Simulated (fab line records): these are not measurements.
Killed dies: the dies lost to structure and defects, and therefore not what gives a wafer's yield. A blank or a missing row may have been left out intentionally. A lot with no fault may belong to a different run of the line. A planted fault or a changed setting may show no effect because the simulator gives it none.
Split-lot experiment	flow n5 finfet	21 wafers read across 7 lots, on a route 1938 steps long

THE SPLIT ITSELF
At N5_BEOL_M9_CMP_52 (polishes, stops on SiCOH lowk, t overpolish 7 s, target thk 140 nm), the setting down force psi was moved away from the recipe's 1 psi on 6 of the 21 wafers read, by -21.6% to +20.6%. For the rest of the wafers, this setting stayed at what the recipe calls for.

Reading taken at the split's own step.

THE READING
barrier field endpoint s, in s, at N5_BEOL_M9_CMP_52 (polishes, stops on SiCOH lowk, t overpolish 7 s, target thk 140 nm). On this fab line, fault-free wafers typically give 29.7 s with a standard deviation of 0.91 s.

wafer	tool, chamber at the split	down force psi as run, psi	against the recipe	barrier field endpoint s, s	against lot-mates on the recipe
L074.2	cmp-04, 2	1	recipe	28.6	-
L074.4	cmp-04, 1	1.206	+20.6%	23.7	-5.4
L074.5	cmp-04, 3	1	recipe	29.7	-
L079.1	cmp-02, 3	0.929	-7.1%	31.4	+1.2
L079.2	cmp-02, 1	1	recipe	30.2	-
L079.5	cmp-02, 0	0.929	-7.1%	32.9	+2.7
L084.4	cmp-04, 2	0.896	-10.4%	32.9	+3.8
L084.5	cmp-04, 1	1	recipe	29.2	-
L084.6	cmp-04, 2	1	recipe	29.0	-
L086.4	cmp-04, 1	1	recipe	30.2	-
L086.5	cmp-04, 0	1	recipe	31.4	-
L086.6	cmp-04, 1	0.7842	-21.6%	38.0	+7.2
L093.4	cmp-04, 0	1	recipe	31.6	-
L093.1	cmp-04, 1	1	recipe	28.8	-
L093.5	cmp-04, 3	1	recipe	29.2	-
L089.4	cmp-04, 3	1	recipe	29.0	-
L089.3	cmp-04, 0	1.146	+14.6%	26.6	-3.4
L089.6	cmp-04, 0	1	recipe	31.1	-
L096.2	cmp-02, 0	1	recipe	29.9	-
L096.1	cmp-02, 2	1	recipe	28.7	-
L096.6	cmp-02, 1	1	recipe	29.9	-

FIT RESULTS
A straight line over all 21 wafers: barrier field endpoint s changes by -0.315 s for each +1% of down force psi; r = -0.94; the points scatter about the line by 0.98 s.
The same after taking each lot's own level away (the mean of its wafers on the recipe; 21 wafers): -0.292 s for each +1%; r = -0.95; scatter 0.8 s.
On that fit, the largest move of down force psi shifts the reading by 6.3 s.
From 29.10 to 30.80 s: that is the span of the lots' own levels, equal to 1.9 times the standard deviation above.
Consequently the slope shifts little with the lot-to-lot level, the two slopes agreeing.
Check: with one of the wafers moved furthest among these (-21.6%) left out of the fit, the line predicts +5.97 s for it against its lot-mates. Against them it came out at +7.2 s.
Tool readings at the split's step, against how far the setting was moved: barrier field endpoint s r = -0.94.

FURTHER SPLITS ON THESE WAFERS
Before the reading, these wafers also passed through other splits. Each is held against what the fit with the lots' levels taken away leaves over:
other split on the same wafers	wafers away from the commonest value	r with barrier field endpoint s (lot level and that fit taken away)
N5_BEOL_M5_HM_DEP_02 target thk a	3	-0.12
N5_BEOL_M5_COAT_71 spin rpm	5	+0.05
N5_BEOL_M6_TRENCH_ETCH_37 bias w	7	+0.27
N5_BEOL_M7_VIA_ETCH_34 source w	8	-0.29
N5_BEOL_M8_COAT_60 spin rpm	5	-0.04

THE FILE'S OWN FIT
barrier field endpoint s changes by -0.294 s for each +1% of down force psi, r = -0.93.
